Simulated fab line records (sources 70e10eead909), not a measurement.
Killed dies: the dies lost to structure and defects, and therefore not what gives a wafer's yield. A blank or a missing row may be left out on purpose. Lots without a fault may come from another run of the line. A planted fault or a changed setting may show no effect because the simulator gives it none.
Matching of chambers | flow nand_harc | NHARC_A_STAIRCASE_CMP_472 on cmp-02 has 4 sister chambers
The step polishes SiO2. 8 wafers are shown with their chamber, then 11 later ones without.

## WAFERS PAIRED WITH THEIR CHAMBERS
wafer  | chamber | motor_current_A (A)
L074.1 | 2       | 10.5
L079.3 | 2       | 11.1
L081.6 | 1       | 10.4
L080.2 | 1       | 10.5
L084.5 | 3       | 11.0
L083.1 | 3       | 11.2
L083.5 | 0       | 11.7
L089.3 | 0       | 11.8

## WAFERS WITHOUT THEIR CHAMBER
wafer  | motor_current_A (A)
L089.5 | 10.4
L089.6 | 12.3
L093.1 | 10.2
L093.3 | 10.2
L093.4 | 10.7
L095.3 | 12.6
L095.5 | 11.4
L095.6 | 11.1
L097.1 | 11.1
L097.3 | 11.4
L097.4 | 10.7

## CHAMBER TAKEN BY EACH
wafer  | from the rows above          | in truth
L089.5 | can't be placed: 1 or 2      | 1
L089.6 | 0                            | 0
L093.1 | can't be placed: 1 or 2      | 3
L093.3 | can't be placed: 1 or 2      | 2
L093.4 | can't be placed: 2 or 1 or 3 | 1
L095.3 | 0                            | 0
L095.5 | can't be placed: 3 or 0 or 2 | 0
L095.6 | can't be placed: 3 or 2      | 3
L097.1 | can't be placed: 3 or 2      | 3
L097.3 | can't be placed: 3 or 0 or 2 | 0
L097.4 | can't be placed: 2 or 1 or 3 | 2
Placed correctly: 2 of 11. Cannot be placed on the basis of these rows: 9; the candidates contain the true chamber in 8. Placed wrongly: 0.
How it was worked out, from the rows above alone: a wafer's distance from a chamber is the root of the sum, over the readings, of the square of ((its reading less the chamber's mean) divided by the reading's scatter). If the next closest chamber is less than 2 further off than the closest, the wafer can't be placed; otherwise it belongs to the closest. Each chamber's mean is taken over the wafers shown for it. How the scatter is found: for the shown wafers, subtract from each reading the mean of its chamber, square and add these, divide the total by (wafers less chambers), then take the root.
